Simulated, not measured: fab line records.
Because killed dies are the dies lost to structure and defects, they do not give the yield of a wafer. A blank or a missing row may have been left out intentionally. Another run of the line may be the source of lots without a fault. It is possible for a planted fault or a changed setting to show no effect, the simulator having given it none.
Chamber matching / flow nand-harc / pecvd-02 running NHARC_P_M0_DEP_32: 3 sister chambers
The step deposits SiCN, target thk 30 nm. 16 wafers are shown with their chamber, then 8 later ones without.

EACH WAFER AND ITS CHAMBER
wafer=L075.2; chamber=1; heater-power-w (W)=706
wafer=L075.5; chamber=0; heater-power-w (W)=692
wafer=L075.6; chamber=1; heater-power-w (W)=701
wafer=L078.1; chamber=0; heater-power-w (W)=630
wafer=L078.2; chamber=2; heater-power-w (W)=557
wafer=L078.3; chamber=1; heater-power-w (W)=736
wafer=L082.2; chamber=2; heater-power-w (W)=635
wafer=L082.3; chamber=1; heater-power-w (W)=708
wafer=L082.5; chamber=2; heater-power-w (W)=499
wafer=L083.2; chamber=0; heater-power-w (W)=633
wafer=L083.3; chamber=1; heater-power-w (W)=661
wafer=L083.4; chamber=0; heater-power-w (W)=604
wafer=L094.2; chamber=2; heater-power-w (W)=589
wafer=L094.3; chamber=0; heater-power-w (W)=645
wafer=L094.6; chamber=2; heater-power-w (W)=606
wafer=L092.1; chamber=2; heater-power-w (W)=611

SIGNATURES (means of the wafers above)
reading=heater-power-w; chamber 0=640.80; chamber 1=702.40; chamber 2=582.83; scatter within a chamber=38.1
Rule: for a wafer and a chamber, the distance is found by dividing, reading by reading, the gap between the wafer's reading and the chamber's mean by the reading's scatter, squaring, summing and taking the root. The wafer belongs to the nearest chamber; if the next one is less than 2 further off, it can't be placed. The scatter: take each reading less its chamber's mean, square it, sum over the shown wafers, divide by the number of wafers less the number of chambers, and take the root.

WAFERS MISSING THEIR CHAMBER
wafer=L092.2; heater-power-w (W)=672
wafer=L092.4; heater-power-w (W)=629
wafer=L093.3; heater-power-w (W)=537
wafer=L093.5; heater-power-w (W)=693
wafer=L093.6; heater-power-w (W)=644
wafer=L095.1; heater-power-w (W)=641
wafer=L095.2; heater-power-w (W)=696
wafer=L095.5; heater-power-w (W)=671

THE CHAMBER EACH PASSED THROUGH
wafer=L092.2; from the rows above=can't be placed: 1 or 0 or 2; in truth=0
wafer=L092.4; from the rows above=can't be placed: 0 or 2 or 1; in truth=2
wafer=L093.3; from the rows above=can't be placed: 2 or 0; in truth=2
wafer=L093.5; from the rows above=can't be placed: 1 or 0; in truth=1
wafer=L093.6; from the rows above=can't be placed: 0 or 1 or 2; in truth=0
wafer=L095.1; from the rows above=can't be placed: 0 or 2 or 1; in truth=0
wafer=L095.2; from the rows above=can't be placed: 1 or 0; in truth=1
wafer=L095.5; from the rows above=can't be placed: 0 or 1 or 2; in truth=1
Placed correctly: 0 of 8. Not placeable from these rows: 8 (in 8, the candidates include the true chamber). Wrongly placed: 0.
